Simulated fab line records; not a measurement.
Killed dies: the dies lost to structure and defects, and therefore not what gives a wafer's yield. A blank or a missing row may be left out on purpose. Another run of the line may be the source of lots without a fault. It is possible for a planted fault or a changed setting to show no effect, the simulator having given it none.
One fault seen from 2 desks    flow n5-finfet    only its own numbers are on each desk; what lay behind them is given at the end

FROM THE METROLOGY DESK
Lot by lot, what the gauges showed, no matter which tool ran the lot: averages of those sampled wafers that carry a number. If a lot's mean is further than 4 standard deviations from the usual mean, the lot is out of limits and carries the mark OUT (the distance appears in the brackets). Only the readings that lie furthest out on some lot appear, 7 of the 10 it has.
Columns: A = DIBL_N at N5_BEOL_M4_RC_MEAS_101, usual 36.9 mV/V; B = DIBL_P at N5_BEOL_M4_RC_MEAS_101, usual 37.1 mV/V; C = IOFF_N at N5_BEOL_M4_RC_MEAS_101, usual 0.17 nA/um; D = ION_N at N5_BEOL_M4_RC_MEAS_101, usual 673 uA/um; E = SS_P at N5_BEOL_M4_RC_MEAS_101, usual 73.6 mV/dec; F = VT_N at N5_BEOL_M4_RC_MEAS_101, usual 250 mV; G = VT_P at N5_BEOL_M4_RC_MEAS_101, usual -249.7 mV
lot   first seen here  A     B     C     D    E     F    G
L731  day 8 12:55      35.8  36.8  0.16  667  73.0  251  -250.3
L738  day 10 08:52     38.4  37.1  0.17  676  74.1  251  -248.8
L740  day 11 01:46     36.1  35.5  0.15  661  73.5  253  -250.1
L741  day 11 02:17     34.4  36.1  0.15  663  72.9  253  -250.7
L742  day 11 11:01     37.3  36.6  0.15  669  73.4  254  -251.5
Result from this desk: across the 5 lots, nothing is out of limits.

TOOL OWNER'S DESK, pecvd-01
The tool's own readings at N5_BEOL_M1_PECVD_72 (deposits SiO2 from TEOS/O2, target thk 16 nm, time 18 s): means of the sampled wafers that have a number, for each lot that ran on this tool. If a lot's mean is further than 4 standard deviations from the usual mean, the lot is out of limits and carries the mark OUT (the distance appears in the brackets).
Columns: A = heater-power-w at N5_BEOL_M1_PECVD_72, usual 686 W; B = showerhead-plenum-p-Torr at N5_BEOL_M1_PECVD_72, usual 8.83 Torr; C = susceptor-temp-C at N5_BEOL_M1_PECVD_72, usual 400.03 C; D = throttle-valve-pct at N5_BEOL_M1_PECVD_72, usual 22.3 %
lot   first seen here  A    B     C       D
L731  day 6 11:20      644  8.80  400.26  22.1
L738  day 8 13:58      689  8.81  400.06  21.7
L740  day 9 01:59      648  8.79  399.78  21.9
L741  day 9 07:49      694  8.76  400.01  22.0
Result from this desk: across the 4 lots, nothing is out of limits.

ALL TOGETHER
Nothing out of limits was seen by the metrology desk.
The desk of the tool owner found nothing out of limits.

WHAT THE SIMULATOR PUT IN
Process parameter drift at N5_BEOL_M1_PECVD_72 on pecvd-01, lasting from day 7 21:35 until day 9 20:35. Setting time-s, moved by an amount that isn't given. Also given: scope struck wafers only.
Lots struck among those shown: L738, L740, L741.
